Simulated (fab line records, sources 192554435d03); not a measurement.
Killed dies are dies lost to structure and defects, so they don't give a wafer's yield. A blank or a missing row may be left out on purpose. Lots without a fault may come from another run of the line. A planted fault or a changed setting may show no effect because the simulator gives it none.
Which tool did it? | flow n5_finfet | 24 lots, 72 wafers sampled, at 5 steps of a route of 1938

WHAT THE GAUGES READ, wafer by wafer
N5_MOL_CONTACT_COAG_CD_MEAS_08: target cd 28 nm.
lot  | measured     | on        | cd_nm (nm)
L074 | day 4 16:50  | cd_sem-03 | 27.58 28.01 28.19
L075 | day 5 05:00  | cd_sem-01 | 28.15 27.71 27.97
L076 | day 5 05:05  | cd_sem-03 | 28.17 28.33 28.12
L077 | day 5 11:55  | cd_sem-02 | 27.92 27.91 27.93
L078 | day 5 17:49  | cd_sem-03 | 28.22 28.00 27.89
L079 | day 6 01:11  | cd_sem-03 | 28.16 28.10 27.90
L080 | day 6 05:20  | cd_sem-03 | 28.18 28.18 27.90
L081 | day 6 12:13  | cd_sem-02 | 27.67 27.53 28.04
L082 | day 6 17:13  | cd_sem-03 | 28.05 27.72 27.82
L083 | day 6 22:41  | cd_sem-02 | 27.88 27.74 28.14
L084 | day 7 06:12  | cd_sem-02 | 28.63 27.96 28.04
L085 | day 7 13:14  | cd_sem-03 | 28.31 27.75 28.15
L086 | day 7 16:44  | cd_sem-02 | 27.96 28.26 28.32
L087 | day 7 23:51  | cd_sem-03 | 28.13 27.80 28.48
L088 | day 8 05:11  | cd_sem-02 | 27.62 28.21 27.90
L089 | day 8 13:17  | cd_sem-03 | 27.84 27.78 27.96
L090 | day 8 15:52  | cd_sem-02 | 28.22 28.60 27.90
L091 | day 8 21:37  | cd_sem-03 | 28.13 28.06 28.07
L092 | day 9 05:15  | cd_sem-02 | 27.51 28.12 27.72
L093 | day 9 08:00  | cd_sem-01 | 28.05 28.18 28.25
L094 | day 9 20:21  | cd_sem-01 | 27.29 27.81 27.67
L095 | day 9 21:26  | cd_sem-03 | 27.86 28.22 27.78
L096 | day 10 05:44 | cd_sem-02 | 27.77 28.40 28.32
L097 | day 10 09:44 | cd_sem-01 | 27.71 28.35 27.79

N5_MOL_CONTACT_COAG_OVL_MEAS_09.
lot  | measured     | on         | CA_OVL (nm)
L074 | day 4 16:52  | overlay-02 | 0.1 1.0 0.2
L075 | day 5 05:02  | overlay-02 | 0.3 1.1 0.2
L076 | day 5 05:07  | overlay-02 | -0.9 0.0 -0.3
L077 | day 5 11:57  | overlay-01 | -0.1 -0.5 0.1
L078 | day 5 17:51  | overlay-02 | -0.5 1.4 0.9
L079 | day 6 01:13  | overlay-01 | 2.0 1.3 1.3
L080 | day 6 05:23  | overlay-01 | 0.1 0.2 -0.6
L081 | day 6 12:15  | overlay-02 | 0.7 0.1 -0.1
L082 | day 6 17:15  | overlay-01 | -0.8 -0.9 -0.1
L083 | day 6 22:43  | overlay-01 | -0.1 0.9 -0.2
L084 | day 7 06:14  | overlay-01 | 0.1 -0.6 -0.3
L085 | day 7 13:16  | overlay-01 | -1.1 -1.0 0.0
L086 | day 7 16:46  | overlay-02 | 1.1 0.1 0.3
L087 | day 7 23:53  | overlay-01 | 1.0 0.7 0.0
L088 | day 8 05:13  | overlay-01 | 0.5 1.3 0.1
L089 | day 8 13:19  | overlay-01 | -0.2 -0.5 0.0
L090 | day 8 15:54  | overlay-02 | -1.4 0.1 0.1
L091 | day 8 21:39  | overlay-02 | 1.2 1.2 1.1
L092 | day 9 05:17  | overlay-02 | -0.1 -0.3 1.1
L093 | day 9 08:02  | overlay-02 | -0.3 1.0 -0.9
L094 | day 9 20:23  | overlay-02 | 0.4 0.6 1.0
L095 | day 9 21:28  | overlay-01 | -0.1 0.3 1.0
L096 | day 10 05:46 | overlay-02 | 0.9 -0.1 0.5
L097 | day 10 09:46 | overlay-02 | -0.6 0.3 0.0

N5_BEOL_M0_SAQP_CD_MEAS_25: target cd 13.1 nm.
lot  | measured     | on        | cd_nm (nm)
L074 | day 5 15:32  | cd_sem-01 | 12.96 12.56 12.26
L075 | day 6 00:43  | cd_sem-02 | 12.54 12.91 13.04
L076 | day 6 01:50  | cd_sem-03 | 12.66 12.97 12.81
L077 | day 7 01:41  | cd_sem-03 | 12.72 13.27 12.76
L078 | day 7 02:02  | cd_sem-03 | 12.88 12.91 12.80
L079 | day 7 02:08  | cd_sem-01 | 12.95 12.95 12.79
L080 | day 7 04:28  | cd_sem-01 | 13.16 13.02 12.26
L081 | day 7 11:51  | cd_sem-03 | 12.73 12.64 13.04
L082 | day 7 12:49  | cd_sem-03 | 12.87 12.48 12.74
L083 | day 7 20:12  | cd_sem-02 | 12.53 12.86 12.51
L084 | day 8 01:29  | cd_sem-03 | 12.68 12.48 12.57
L085 | day 8 09:08  | cd_sem-01 | 12.65 12.30 13.09
L086 | day 8 15:11  | cd_sem-01 | 12.64 12.81 12.58
L087 | day 9 00:07  | cd_sem-01 | 12.95 12.27 12.53
L088 | day 9 03:07  | cd_sem-01 | 12.80 12.58 12.65
L089 | day 9 08:35  | cd_sem-02 | 12.51 12.58 12.44
L090 | day 9 13:30  | cd_sem-01 | 13.05 12.65 12.92
L091 | day 9 17:49  | cd_sem-01 | 12.90 12.78 12.49
L092 | day 10 03:05 | cd_sem-02 | 12.96 12.85 12.82
L093 | day 10 09:04 | cd_sem-01 | 12.87 13.24 12.79
L094 | day 10 17:42 | cd_sem-01 | 12.88 12.12 12.73
L095 | day 10 20:08 | cd_sem-02 | 12.51 12.45 13.09
L096 | day 11 01:23 | cd_sem-01 | 12.90 12.54 12.64
L097 | day 11 06:08 | cd_sem-02 | 12.83 12.97 12.71

WHICH TOOL RAN EACH LOT (tool, then ch and the chambers of the sampled wafers, then the start)
lot  | N5_MOL_CONTACT_COAG_STRIP_98      | N5_BEOL_M0_SAQP_ETCH_83
L074 | rie_diel-05 ch 1,2, day 4 17:17   | rie_diel-04 ch 1,3, day 5 13:52
L075 | rie_diel-03 ch 0,1,3, day 5 05:32 | rie_diel-02 ch 1,2, day 5 22:58
L076 | rie_diel-05 ch 1,2, day 5 05:34   | rie_diel-01 ch 0,1,3, day 6 00:09
L077 | rie_diel-06 ch 1,2,3, day 5 12:22 | rie_diel-01 ch 0,1, day 6 23:00
L078 | rie_diel-05 ch 1,3, day 5 18:21   | rie_diel-04 ch 0,2,3, day 6 23:10
L079 | rie_diel-06 ch 1,2, day 6 01:48   | rie_diel-01 ch 0,2, day 6 23:26
L080 | rie_diel-03 ch 0,2,3, day 6 05:52 | rie_diel-02 ch 1,2,3, day 7 02:21
L081 | rie_diel-03 ch 0,3, day 6 12:55   | rie_diel-04 ch 1,2,3, day 7 08:52
L082 | rie_diel-05 ch 0,1,2, day 6 17:40 | rie_diel-04 ch 0,1,2, day 7 11:11
L083 | rie_diel-06 ch 1,2,3, day 6 23:13 | rie_diel-04 ch 0,2,3, day 7 18:40
L084 | rie_diel-05 ch 0,1,2, day 7 06:39 | rie_diel-01 ch 0,2,3, day 7 23:57
L085 | rie_diel-06 ch 0,1,3, day 7 13:58 | rie_diel-01 ch 0,1,3, day 8 07:37
L086 | rie_diel-05 ch 0,1,2, day 7 17:19 | rie_diel-04 ch 0,2, day 8 12:18
L087 | rie_diel-06 ch 0,1, day 8 00:25   | rie_diel-01 ch 0,2,3, day 8 21:40
L088 | rie_diel-05 ch 1,3, day 8 05:50   | rie_diel-01 ch 0,1,3, day 9 01:07
L089 | rie_diel-05 ch 0,3, day 8 13:43   | rie_diel-04 ch 0,1,2, day 9 07:04
L090 | rie_diel-06 ch 1,2,3, day 8 16:39 | rie_diel-02 ch 0,2,3, day 9 11:58
L091 | rie_diel-06 ch 2,3, day 8 22:04   | rie_diel-01 ch 0,1,2, day 9 15:04
L092 | rie_diel-06 ch 0,1,2, day 9 05:42 | rie_diel-01 ch 0,1,2, day 10 01:34
L093 | rie_diel-05 ch 0,1,3, day 9 08:41 | rie_diel-02 ch 1,2,3, day 10 06:10
L094 | rie_diel-05 ch 0,2,3, day 9 20:48 | rie_diel-01 ch 0,3, day 10 16:10
L095 | rie_diel-06 ch 1,2,3, day 9 21:53 | rie_diel-01 ch 2,3, day 10 17:52
L096 | rie_diel-05 ch 1,3, day 10 06:11  | rie_diel-01 ch 1,2,3, day 10 23:52
L097 | rie_diel-06 ch 1,2, day 10 10:11  | rie_diel-01 ch 0,2,3, day 11 04:37
- N5_MOL_CONTACT_COAG_STRIP_98: strips in N2/H2.
- N5_BEOL_M0_SAQP_ETCH_83: etches SiARC in CF4, target depth 39 nm, time 65 s.

WHAT THE TOOLS THEMSELVES READ (means of the sampled wafers that have a number; where no wafer has one, the mark that the record gives instead)
N5_MOL_CONTACT_COAG_STRIP_98.
lot  | tool        | drypump_motor_current_A (A) | oes_product_au (a.u.) | rf_vpp_V (V) | showerhead_plenum_p_Torr (Torr) | throttle_valve_pct (%)
L074 | rie_diel-05 | 5.5                         | 0.77                  | 54.0         | 3.44                            | 18.7
L075 | rie_diel-03 | 5.7                         | 0.82                  | 54.3         | 3.34                            | 18.9
L076 | rie_diel-05 | 5.4                         | 0.76                  | 53.4         | 3.39                            | 18.9
L077 | rie_diel-06 | 5.8                         | 0.73                  | 54.4         | 3.26                            | 18.5
L078 | rie_diel-05 | 5.2                         | 0.71                  | 53.2         | 3.33                            | 19.2
L079 | rie_diel-06 | 5.6                         | 0.71                  | 53.0         | 3.25                            | 18.5
L080 | rie_diel-03 | 6.0                         | 0.85                  | 53.5         | 3.26                            | 18.8
L081 | rie_diel-03 | 5.8                         | 0.89                  | 55.2         | 3.28                            | 18.6
L082 | rie_diel-05 | 5.5                         | 0.74                  | 56.0         | 3.39                            | 18.8
L083 | rie_diel-06 | 5.8                         | 0.72                  | 52.8         | 3.25                            | 18.5
L084 | rie_diel-05 | 5.5                         | 0.73                  | 54.6         | 3.38                            | 18.8
L085 | rie_diel-06 | 5.6                         | 0.73                  | 55.5         | 3.34                            | 18.6
L086 | rie_diel-05 | 5.5                         | 0.73                  | 54.3         | 3.38                            | 18.8
L087 | rie_diel-06 | 5.2                         | 0.72                  | 54.1         | 3.42                            | 18.9
L088 | rie_diel-05 | 5.2                         | 0.86                  | 54.5         | 3.31                            | 19.1
L089 | rie_diel-05 | 5.4                         | 0.84                  | 54.1         | 3.30                            | 18.9
L090 | rie_diel-06 | 5.8                         | 0.81                  | 52.6         | 3.38                            | 18.4
L091 | rie_diel-06 | 5.9                         | 0.88                  | 54.4         | 3.46                            | 18.5
L092 | rie_diel-06 | 5.4                         | 0.80                  | 55.2         | 3.46                            | 18.6
L093 | rie_diel-05 | 5.4                         | 0.77                  | 53.0         | 3.32                            | 19.0
L094 | rie_diel-05 | 5.5                         | 0.78                  | 55.6         | 3.36                            | 18.8
L095 | rie_diel-06 | 5.8                         | 0.80                  | 53.7         | 3.37                            | 18.5
L096 | rie_diel-05 | 5.2                         | 0.83                  | 56.3         | 3.30                            | 19.1
L097 | rie_diel-06 | 5.5                         | 0.81                  | 56.3         | 3.42                            | 18.3

N5_BEOL_M0_SAQP_ETCH_83.
lot  | tool        | drypump_motor_current_A (A) | etch_rf_on_time_s (s) | oes_product_au (a.u.) | rf_vpp_V (V) | showerhead_plenum_p_Torr (Torr) | throttle_valve_pct (%)
L074 | rie_diel-04 | 5.6                         | 65.5                  | 0.61                  | 182.8        | 2.09                            | 15.85
L075 | rie_diel-02 | 5.2                         | 66.0                  | 0.63                  | 184.8        | 2.17                            | 15.60
L076 | rie_diel-01 | 5.7                         | 63.3                  | 0.65                  | 184.6        | 2.20                            | 15.55
L077 | rie_diel-01 | 5.5                         | 62.5                  | 0.69                  | 184.9        | 2.20                            | 15.51
L078 | rie_diel-04 | 5.3                         | 63.2                  | 0.76                  | 184.5        | 2.15                            | 15.57
L079 | rie_diel-01 | 5.4                         | 64.7                  | 0.66                  | 185.2        | 2.17                            | 15.66
L080 | rie_diel-02 | 5.2                         | 66.1                  | 0.67                  | 184.5        | 2.16                            | 15.65
L081 | rie_diel-04 | 5.2                         | 64.5                  | 0.67                  | 184.3        | 2.17                            | 15.69
L082 | rie_diel-04 | 5.1                         | 63.5                  | 0.74                  | 185.3        | 2.20                            | 15.45
L083 | rie_diel-04 | 5.3                         | 64.2                  | 0.74                  | 183.9        | 2.14                            | 15.58
L084 | rie_diel-01 | 5.5                         | 63.7                  | 0.65                  | 184.6        | 2.20                            | 15.64
L085 | rie_diel-01 | 5.7                         | 62.0                  | 0.74                  | 185.0        | 2.19                            | 15.40
L086 | rie_diel-04 | 5.1                         | 64.1                  | 0.80                  | 184.4        | 2.16                            | 15.36
L087 | rie_diel-01 | 5.5                         | 63.7                  | 0.64                  | 184.9        | 2.20                            | 15.66
L088 | rie_diel-01 | 5.7                         | 62.6                  | 0.72                  | 185.1        | 2.19                            | 15.42
L089 | rie_diel-04 | 5.1                         | 63.3                  | 0.81                  | 184.0        | 2.19                            | 15.31
L090 | rie_diel-02 | 5.5                         | 66.3                  | 0.72                  | 184.1        | 2.13                            | 15.40
L091 | rie_diel-01 | 5.6                         | 63.1                  | 0.72                  | 184.4        | 2.16                            | 15.46
L092 | rie_diel-01 | 5.6                         | 63.4                  | 0.72                  | 184.5        | 2.16                            | 15.46
L093 | rie_diel-02 | 5.2                         | 65.6                  | 0.64                  | 183.8        | 2.15                            | 15.69
L094 | rie_diel-01 | 5.6                         | 63.1                  | 0.63                  | 184.7        | 2.22                            | 15.65
L095 | rie_diel-01 | 5.5                         | 65.2                  | 0.60                  | 185.1        | 2.15                            | 15.77
L096 | rie_diel-01 | 5.7                         | 63.0                  | 0.67                  | 184.1        | 2.14                            | 15.52
L097 | rie_diel-01 | 5.5                         | 64.1                  | 0.64                  | 185.0        | 2.19                            | 15.69

THE ANSWER, worked out from the rows above alone
Rule: what is usual is taken from the lots themselves. Put in order of their means at a reading, lots are off if they are a third of the lots or fewer, leave a main group of 4 or more, and stand apart from it by a gap of 3 or more times the standard deviation of the main group's means; of several such gaps the widest counts. A main group whose means are all the same, to the digits that the tables above print for the reading, isn't used. A lot without any number at a reading at which 4 lots or more have one is off too. The other lots that the step has rows for count as sound. The gauges are gone through in route order, then the tools' own readings, and for those a lot's mean is taken as printed above. The first step at which some lot is off is used, and at that step the reading that is off furthest; a lot without a number counts as furthest.
No lot is off at any reading shown: from this, nothing can be told.

WHAT THE SIMULATOR HAD PUT IN
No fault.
